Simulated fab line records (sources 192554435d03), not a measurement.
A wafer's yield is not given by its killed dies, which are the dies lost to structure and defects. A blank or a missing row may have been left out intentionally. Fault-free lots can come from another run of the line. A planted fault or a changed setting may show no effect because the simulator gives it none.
Which tool is to blame? | flow n5_finfet | 7 lots, 21 wafers sampled, at 8 steps of a route of 1938

## WHAT THE GAUGES SHOWED, per wafer
N5_BEOL_M12_OCD_MEAS_35.
lot  | measured     | on     | trench_depth_nm (nm)
L560 | day 13 16:58 | ocd-01 | 319 308 311
L570 | day 15 18:36 | ocd-02 | 311 311 317
L571 | day 17 04:08 | ocd-02 | 319 538 533
L578 | day 18 07:53 | ocd-01 | 311 316 314
L577 | day 18 08:49 | ocd-01 | 322 322 529
L579 | day 18 09:17 | ocd-02 | 323 318 312
L580 | day 18 18:34 | ocd-02 | 316 312 317

N5_BEOL_M12_THK_MEAS_50: measures by xrf.
lot  | measured     | on            | M12_THK (nm)
L560 | day 13 21:51 | film_metro-02 | 317 306 310
L570 | day 15 23:14 | film_metro-02 | 309 310 314
L571 | day 17 08:59 | film_metro-02 | 317 537 535
L578 | day 18 13:23 | film_metro-02 | 312 317 314
L577 | day 18 15:20 | film_metro-02 | 320 325 532
L579 | day 18 15:53 | film_metro-01 | 323 318 314
L580 | day 19 00:00 | film_metro-01 | 324 318 324

N5_BEOL_M12_RS_MEAS_54: the measuring method here is four-point-probe.
lot  | measured     | on            | M12_RS (ohm/sq)
L560 | day 13 21:58 | film_metro-01 | 0.0600 0.0624 0.0618
L570 | day 15 23:21 | film_metro-02 | 0.0616 0.0614 0.0604
L571 | day 17 09:07 | film_metro-02 | 0.0603 0.0350 0.0353
L578 | day 18 13:31 | film_metro-01 | 0.0615 0.0602 0.0610
L577 | day 18 15:28 | film_metro-02 | 0.0597 0.0593 0.0355
L579 | day 18 16:01 | film_metro-01 | 0.0590 0.0598 0.0608
L580 | day 19 00:08 | film_metro-02 | 0.0603 0.0612 0.0604

N5_BEOL_M15_RC_MEAS_101.
lot  | measured     | on        | COMB_M10 (S/m)          | COMB_M10_max_site (S/m) | COMB_M11 (S/m)          | COMB_M13 (S/m)          | COMB_M14 (S/m)          | COMB_M15 (S/m)          | COMB_M5 (S/m)           | COMB_M6 (S/m)           | COMB_M7 (S/m)           | COMB_M8 (S/m)           | COMB_M9 (S/m)              | SERP_M10 (ohm/um) | SERP_M11 (ohm/um) | SERP_M12 (ohm/um) | SERP_M12_max_site (ohm/um) | SERP_M13 (ohm/um) | SERP_M14 (ohm/um) | SERP_M5 (ohm/um) | SERP_M6 (ohm/um) | SERP_M7 (ohm/um) | SERP_M8 (ohm/um) | SERP_M9 (ohm/um) | SERP_M9_max_site (ohm/um)
L560 | day 14 13:13 | prober-02 | 2.1e-11 1.4e-11 1.3e-11 | 3.2e-11 1.9e-11 1.8e-11 | 1.3e-11 1.7e-11 1.5e-11 | 4.7e-12 5.6e-12 5e-12   | 4.2e-12 4.2e-12 3e-12   | 2.4e-12 1.8e-12 1.8e-12 | 3.8e-11 4.6e-11 3.2e-11 | 2.4e-11 2e-11 1.8e-11   | 1.8e-11 2.6e-11 2.3e-11 | 2.4e-11 1.8e-11 2.3e-11 | 1.94e-11 1.64e-11 1.94e-11 | 3.28 3.07 2.99    | 3.04 2.98 3.10    | 0.626 0.669 0.672 | 0.636 0.692 0.681          | 0.319 0.309 0.316 | 0.168 0.161 0.166 | 40.2 40.6 40.7   | 16.0 14.9 15.3   | 14.8 13.6 13.0   | 14.4 14.9 14.3   | 2.97 3.16 2.92   | 3.00 3.27 2.98
L570 | day 16 17:02 | prober-01 | 1.1e-11 1.2e-11 1.4e-11 | 1.4e-11 1.5e-11 2e-11   | 1.6e-11 1.6e-11 1.4e-11 | 3.9e-12 5.3e-12 4e-12   | 4.1e-12 3e-12 3.4e-12   | 3.4e-12 4.2e-12 3.1e-12 | 3.2e-11 3.7e-11 3.9e-11 | 2.2e-11 2.8e-11 3.9e-11 | 1.7e-11 3.1e-11 2.7e-11 | 2.8e-11 2.1e-11 2.5e-11 | 1.67e-11 1.36e-11 1.72e-11 | 3.23 3.09 3.12    | 3.01 3.06 3.09    | 0.671 0.666 0.640 | 0.678 0.680 0.653          | 0.312 0.313 0.313 | 0.158 0.161 0.160 | 37.3 38.2 35.9   | 14.4 14.3 14.1   | 14.0 13.3 13.5   | 14.7 14.8 14.4   | 3.02 3.00 2.99   | 3.11 3.08 3.06
L571 | day 18 05:35 | prober-02 | 1e-11 9e-12 1.1e-11     | 1.9e-11 1.5e-11 1.8e-11 | 1.3e-11 1.3e-11 1.2e-11 | 6.8e-12 5.8e-12 5.4e-12 | 2.6e-12 3.6e-12 2.5e-12 | 1.9e-12 1.9e-12 1.7e-12 | 4.8e-11 5e-11 3.7e-11   | 3e-11 3e-11 2.9e-11     | 2.2e-11 3.2e-11 2.2e-11 | 2.1e-11 2.8e-11 2.9e-11 | 1.19e-11 1.24e-11 1.27e-11 | 3.07 3.30 3.24    | 3.05 3.14 2.97    | 0.636 0.370 0.384 | 0.645 0.382 0.390          | 0.318 0.309 0.317 | 0.160 0.160 0.159 | 37.1 41.0 37.8   | 14.6 14.0 13.8   | 13.6 13.9 14.3   | 15.3 14.5 14.2   | 3.09 3.00 2.99   | 3.17 3.26 3.11
L578 | day 19 05:58 | prober-01 | 1.5e-11 1.9e-11 1.7e-11 | 2e-11 2.4e-11 2.2e-11   | 1.3e-11 1.5e-11 1.1e-11 | 7.7e-12 5.3e-12 7.6e-12 | 3.9e-12 3.9e-12 3.7e-12 | 2.9e-12 3.3e-12 3.6e-12 | 3.4e-11 3.5e-11 3.4e-11 | 2.2e-11 2.5e-11 2.6e-11 | 2.2e-11 2.1e-11 2.3e-11 | 3.7e-11 2.6e-11 2.7e-11 | 1.27e-11 1.63e-11 1.69e-11 | 3.17 3.14 3.07    | 3.09 3.05 3.05    | 0.650 0.647 0.644 | 0.659 0.653 0.654          | 0.311 0.305 0.300 | 0.162 0.164 0.164 | 38.2 39.0 36.7   | 13.2 13.4 13.4   | 13.5 14.1 13.9   | 13.8 13.4 13.7   | 3.06 3.03 2.97   | 3.25 3.13 3.07
L577 | day 19 08:52 | prober-02 | 1.6e-11 1.9e-11 9e-12   | 1.8e-11 2.9e-11 1.1e-11 | 1.2e-11 1.6e-11 1.1e-11 | 4.6e-12 6.5e-12 7.2e-12 | 3.2e-12 2.3e-12 2.8e-12 | 2.2e-12 1.7e-12 1.9e-12 | 3.6e-11 2.2e-11 3.1e-11 | 3.6e-11 1.9e-11 2.5e-11 | 4.4e-11 2.1e-11 3.6e-11 | 2.1e-11 2.7e-11 2.6e-11 | 1.54e-11 1.13e-11 1.78e-11 | 3.00 3.07 3.16    | 2.98 3.08 3.12    | 0.625 0.630 0.383 | 0.639 0.645 0.387          | 0.310 0.312 0.314 | 0.159 0.164 0.160 | 37.9 38.2 39.6   | 13.6 13.7 13.7   | 13.4 13.7 13.6   | 14.1 13.9 14.5   | 3.10 3.19 3.06   | 3.25 3.25 3.12
L579 | day 19 12:50 | prober-02 | 1.9e-11 1.4e-11 1.4e-11 | 2.6e-11 1.6e-11 1.7e-11 | 1.4e-11 1.2e-11 1.7e-11 | 4.1e-12 4.4e-12 3.1e-12 | 3.6e-12 3.7e-12 2.5e-12 | 2.5e-12 2.1e-12 2.1e-12 | 5.9e-11 5.8e-11 4.6e-11 | 1.4e-11 3.7e-11 4.1e-11 | 2.4e-11 3e-11 2.1e-11   | 2.9e-11 4.4e-11 3.3e-11 | 1.25e-11 1.39e-11 1.62e-11 | 3.11 3.23 3.07    | 3.09 3.04 2.97    | 0.617 0.644 0.652 | 0.634 0.653 0.661          | 0.317 0.314 0.314 | 0.160 0.162 0.159 | 36.5 37.0 36.5   | 14.7 14.5 14.8   | 13.9 14.1 14.0   | 14.5 14.4 14.3   | 3.04 2.97 2.96   | 3.15 3.06 3.14
L580 | day 19 14:56 | prober-02 | 1.3e-11 1.2e-11 1.6e-11 | 2.2e-11 1.4e-11 1.8e-11 | 1.2e-11 1.5e-11 1.6e-11 | 3.8e-12 5.1e-12 5.1e-12 | 3.8e-12 3.8e-12 2.9e-12 | 2.4e-12 2e-12 3e-12     | 3.6e-11 3.1e-11 2.7e-11 | 2.9e-11 3.6e-11 2.7e-11 | 3.2e-11 3.3e-11 2.9e-11 | 1.6e-11 2.4e-11 2.9e-11 | 2.12e-11 1.34e-11 1.34e-11 | 3.32 3.11 3.20    | 3.15 3.09 3.03    | 0.641 0.654 0.637 | 0.652 0.663 0.650          | 0.314 0.306 0.309 | 0.161 0.164 0.165 | 40.1 42.1 40.7   | 14.5 13.8 15.6   | 14.1 13.7 14.3   | 14.3 14.1 14.8   | 3.10 3.01 3.02   | 3.22 3.09 3.10

## TOOL THAT RAN EACH LOT (tool first, then ch and the chambers of the sampled wafers, then the start)
lot  | N5_BEOL_M12_ETCH_59                | N5_BEOL_M12_TRENCH_ETCH_34         | N5_BEOL_M12_STRIP_37                 | N5_BEOL_M12_SPUTTER_44
L560 | rie_diel-04 ch 0,1, day 13 15:05   | rie_diel-03 ch 0,1,2, day 13 16:49 | plasma_asher-01 ch 0,1, day 13 17:01 | pvd_sputter-01, day 13 20:43
L570 | rie_diel-01 ch 1,2, day 15 17:13   | rie_diel-03 ch 0,1,2, day 15 18:27 | plasma_asher-01 ch 0,1, day 15 18:38 | pvd_sputter-03, day 15 22:14
L571 | rie_diel-04 ch 2,3, day 17 02:36   | rie_diel-03 ch 0,2, day 17 03:59   | plasma_asher-01 ch 0,1, day 17 04:10 | pvd_sputter-01, day 17 07:52
L578 | rie_diel-03 ch 0,1,2, day 18 06:29 | rie_diel-04 ch 1,2,3, day 18 07:44 | plasma_asher-02 ch 0,1, day 18 07:56 | pvd_sputter-03, day 18 12:27
L577 | rie_diel-01 ch 2,3, day 18 07:18   | rie_diel-03 ch 0,2,3, day 18 08:40 | plasma_asher-02 ch 0,1, day 18 08:52 | pvd_sputter-02, day 18 14:18
L579 | rie_diel-01 ch 0,1, day 18 07:36   | rie_diel-01 ch 0,1,2, day 18 09:07 | plasma_asher-02 ch 0,1, day 18 09:19 | pvd_sputter-03, day 18 14:51
L580 | rie_diel-04 ch 1,2,3, day 18 17:11 | rie_diel-01 ch 0,2, day 18 18:25   | plasma_asher-01 ch 0,1, day 18 18:37 | pvd_sputter-02, day 18 22:59
- N5_BEOL_M12_ETCH_59: etches BARC in N2/H2, target depth 89 nm, overetch 26.7 nm, time 67.9 s.
- N5_BEOL_M12_TRENCH_ETCH_34: etches SiOC in C4F8/O2/Ar, target depth 318.95 nm, time 125.5 s.
- N5_BEOL_M12_STRIP_37: strips in N2/H2.
- N5_BEOL_M12_SPUTTER_44: material Ta, target thk 10 nm, time 16.13 s.

## AS READ BY THE TOOLS THEMSELVES (means over the sampled wafers that have a number; for cases with no such wafer, the mark the record gives instead)
N5_BEOL_M12_ETCH_59.
lot  | tool        | drypump_motor_current_A (A) | oes_product_au (a.u.) | rf_vpp_V (V) | showerhead_plenum_p_Torr (Torr) | throttle_valve_pct (%)
L560 | rie_diel-04 | 6.3                         | 0.68                  | 524.0        | 2.57                            | 17.9
L570 | rie_diel-01 | 6.3                         | 0.64                  | 521.5        | 2.43                            | 18.3
L571 | rie_diel-04 | 5.3                         | 0.75                  | 528.3        | 2.69                            | 17.5
L578 | rie_diel-03 | 5.4                         | 0.69                  | 524.4        | 2.57                            | 17.7
L577 | rie_diel-01 | 6.2                         | 0.66                  | 521.2        | 2.42                            | 17.8
L579 | rie_diel-01 | 6.2                         | 0.76                  | 524.5        | 2.54                            | 17.9
L580 | rie_diel-04 | 5.7                         | 0.72                  | 526.1        | 2.65                            | 17.7

N5_BEOL_M12_TRENCH_ETCH_34.
lot  | tool        | drypump_motor_current_A (A) | he_outer_torr (Torr) | oes_product_au (a.u.) | rf_vpp_V (V) | showerhead_plenum_p_Torr (Torr) | throttle_valve_pct (%)
L560 | rie_diel-03 | 5.4                         | 29.98                | 0.85                  | 666          | 3.46                            | 23.9
L570 | rie_diel-03 | 5.4                         | 29.98                | 0.81                  | 666          | 3.45                            | 23.9
L571 | rie_diel-03 | 5.4                         | 30.07                | 0.97                  | 665          | 3.39                            | 24.0
L578 | rie_diel-04 | 5.7                         | 29.97                | 0.84                  | 669          | 3.56                            | 24.0
L577 | rie_diel-03 | 5.8                         | 29.95                | 0.91                  | 667          | 3.44                            | 23.9
L579 | rie_diel-01 | 6.2                         | 29.96                | 0.81                  | 663          | 3.34                            | 24.4
L580 | rie_diel-01 | 6.4                         | 30.00                | 0.85                  | 665          | 3.40                            | 24.4

N5_BEOL_M12_STRIP_37.
lot  | tool            | drypump_motor_current_A (A) | heater_power_w (W) | oes_product_au (a.u.)
L560 | plasma_asher-01 | 5.89                        | 321                | 0.780
L570 | plasma_asher-01 | 5.92                        | 333                | 0.784
L571 | plasma_asher-01 | 5.88                        | 317                | 0.796
L578 | plasma_asher-02 | 5.78                        | 352                | 0.784
L577 | plasma_asher-02 | 5.80                        | 354                | 0.797
L579 | plasma_asher-02 | 5.80                        | 357                | 0.780
L580 | plasma_asher-01 | 5.84                        | 317                | 0.794

N5_BEOL_M12_SPUTTER_44.
lot  | tool           | throttle_valve_pct (%)
L560 | pvd_sputter-01 | 29.6
L570 | pvd_sputter-03 | 29.9
L571 | pvd_sputter-01 | 29.5
L578 | pvd_sputter-03 | 30.3
L577 | pvd_sputter-02 | 30.6
L579 | pvd_sputter-03 | 30.2
L580 | pvd_sputter-02 | 30.0

## THE ANSWER, worked out from the rows above alone
Rule: the usual values come from the lots themselves. Put in order of their means at a reading, lots are off if they are a third of the lots or fewer, leave a main group of 4 or more, and stand apart from it by a gap of 3 or more times the standard deviation of the main group's means; of several such gaps the widest counts. Not used: any main group whose means are identical at the precision the tables above print for the reading. A lot without any number at a reading at which 4 lots or more have one is off too. All remaining lots with rows at the step are treated as sound. The gauges are gone through in route order, then the tools' own readings, and for those a lot's mean is taken as printed above. The first step at which some lot is off is used, and at that step the reading that is off furthest; a lot without a number counts as furthest.
Off: L571, L577 (N5_BEOL_M12_OCD_MEAS_35, trench_depth_nm). The main group: mean 314 nm, standard deviation 1.8.
A tool fits if, at a process step before that reading, it ran every lot that is off, and no sound lot after the first of them. The gauges at N5_BEOL_M12_OCD_MEAS_35 aren't tried: what is off there is off at N5_BEOL_M12_THK_MEAS_50 too, on other tools, and a gauge's error can't cause that. One candidate fits, namely rie_diel-03 at N5_BEOL_M12_TRENCH_ETCH_34. Its last sound lot is L570 (day 15 18:27), its first lot that is off L571 (day 17 03:59): a fault that began between those two fits.
The tool's own readings at N5_BEOL_M12_TRENCH_ETCH_34 bear it out: on the lots that are off they differ by more than 5 times the standard deviation of the sound lots' means. oes_product_au reads 0.94 a.u. there against 0.83 a.u. on the sound lots.

## WHAT THE SIMULATOR HAD INSERTED
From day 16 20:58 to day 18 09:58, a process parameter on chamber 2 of rie_diel-03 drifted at N5_BEOL_M12_TRENCH_ETCH_34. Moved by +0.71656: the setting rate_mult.
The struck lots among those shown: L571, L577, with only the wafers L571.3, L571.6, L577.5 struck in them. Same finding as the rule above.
